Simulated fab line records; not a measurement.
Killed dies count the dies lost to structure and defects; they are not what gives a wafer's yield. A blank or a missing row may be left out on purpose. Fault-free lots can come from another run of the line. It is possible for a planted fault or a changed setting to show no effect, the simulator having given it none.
A struck lot beside a sound one | flow n5_finfet | 14 steps out of a route of 1938
Sound: the wafers L439.2, L439.4, L439.5. Struck: wafers L457.1, L457.6. (L457.5 of the same lot was not struck and is left out.) The cause comes at the end.
For every step that has rows: the tool of each side, followed by ch and its chambers, followed by its first start. Under that, the readings that differ: sound wafers | struck wafers | difference of the means | sigmas: that difference in standard deviations of wafers without a fault.
alike: readings with means less than 2 such deviations apart, plus words and numbers identical on both sides. not compared: withheld readings, readings lacking a value on some wafer, bounds such as >300 that could conceal the same value, and numbers that have no deviation in the record and whose values overlap.
A row with sigmas, a row that says differs or no value, or rows on one side alone: a step with any of these is where the two part. Numbers that don't overlap but have no deviation are shown without sigmas and don't part them. Lack of a reading on every wafer of one side parts them only where that side has two or more wafers.

first, 1 step without rows for these wafers: N5_BEOL_M11_DEVELOP_27 (develop time 30 s).
N5_BEOL_M11_CD_MEAS_28: the cd target is 70 nm.
  sound on cd_sem-02 ch 0, day 11 19:56; struck on cd_sem-03 ch 0, day 16 07:17
  alike: cd_nm
N5_BEOL_M11_OVL_MEAS_29:
  sound on overlay-02 ch 0, day 11 19:58; struck on overlay-02 ch 0, day 16 07:19
  alike: V10_OVL
N5_BEOL_M11_INSPECT_30: inspects for defects (brightfield).
  sound: defect_inspect-01 at day 11 20:00; struck: defect_inspect-01 at day 16 07:20
  alike: raw_defect_count
N5_BEOL_M11_DESCUM_33: chemistry O2, time 7.9 s.
  sound on rie_diel-03 ch 1,2, day 11 20:02; struck on rie_diel-03 ch 2,3, day 16 07:27
  alike: drypump_motor_current_A, oes_product_au, rf_vpp_V, showerhead_plenum_p_Torr, throttle_valve_pct
  not compared: rf_hours_counter_h
N5_BEOL_M11_ETCH_65: etches SiARC in CF4, target depth 39 nm, time 65 s.
  sound on rie_diel-03 ch 1,2, day 11 20:04; struck on rie_diel-03 ch 2,3, day 16 07:29
  alike: drypump_motor_current_A, etch_rf_on_time_s, oes_product_au, rf_vpp_V, showerhead_plenum_p_Torr, throttle_valve_pct
  not compared: rf_hours_counter_h
then, 2 steps without rows for these wafers: N5_BEOL_M11_ETCH_66 (etches SOC in N2/H2, target depth 120 nm, overetch 24 nm, time 180 s); N5_BEOL_M11_STRIP_69 (strips in N2/H2).
N5_BEOL_M11_VIA_ETCH_34: etches SiCOH lowk in C4F6/O2, target depth 184.5 nm, time 69.2 s.
  sound on rie_diel-03 ch 1,2, day 11 20:14; struck on rie_diel-03 ch 2,3, day 16 07:40
  alike: O2_flow_sccm, drypump_motor_current_A, oes_ar_750_au, oes_product_au, rf_vpp_V, run_length_s, showerhead_plenum_p_Torr, throttle_valve_pct
  not compared: rf_hours_counter_h
then, 1 step without rows for these wafers: N5_BEOL_M11_STRIP_73 (strips in C4F6/O2).
N5_BEOL_M11_STRIP_36: strips in N2/H2.
  sound on rie_diel-03 ch 1,2, day 11 20:18; struck on rie_diel-03 ch 2,3, day 16 07:43
  alike: drypump_motor_current_A, oes_product_au, rf_vpp_V, showerhead_plenum_p_Torr, throttle_valve_pct
  not compared: rf_hours_counter_h
then, 1 step without rows for these wafers: N5_BEOL_M11_TRENCH_ETCH_37 (etches SiCOH lowk in C4F6/O2, target depth 148.83 nm, time 48 s).
N5_BEOL_M11_ETCH_41: etches SiCN in CH3F/O2, target depth 42.6 nm, time 86 s.
  sound on rie_diel-03 ch 1,2, day 11 20:23; struck on rie_diel-03 ch 2,3, day 16 07:48
  reading                  | sound             | struck      | difference | sigmas
  run_length_s (s)         | 109.5 109.6 109.3 | 128.5 128.9 | +19.2      | +46
  model.etch.depth_nm (nm) | 32.49 32.47 32.34 | 39.77 40.38 | +7.64      |
  alike: O2_flow_sccm, drypump_motor_current_A, oes_product_au, rf_vpp_V, showerhead_plenum_p_Torr, throttle_valve_pct
  not compared: rf_hours_counter_h
N5_BEOL_M11_STRIP_77: strips in N2/H2, time 10 s.
  sound on rie_diel-03 ch 1,2; struck on rie_diel-03 ch 2,3
  alike: drypump_motor_current_A, oes_product_au, rf_vpp_V, showerhead_plenum_p_Torr, throttle_valve_pct
  not compared: rf_hours_counter_h

== WHERE THEY PART ==
At N5_BEOL_M11_ETCH_41 and nowhere else, as far as this record goes. Later steps at which nothing parts them and some readings are alike: N5_BEOL_M11_STRIP_77.

WHY: the cause the simulator had injected
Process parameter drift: rie_diel-03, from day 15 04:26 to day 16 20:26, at N5_BEOL_M11_ETCH_41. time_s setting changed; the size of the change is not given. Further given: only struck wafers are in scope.
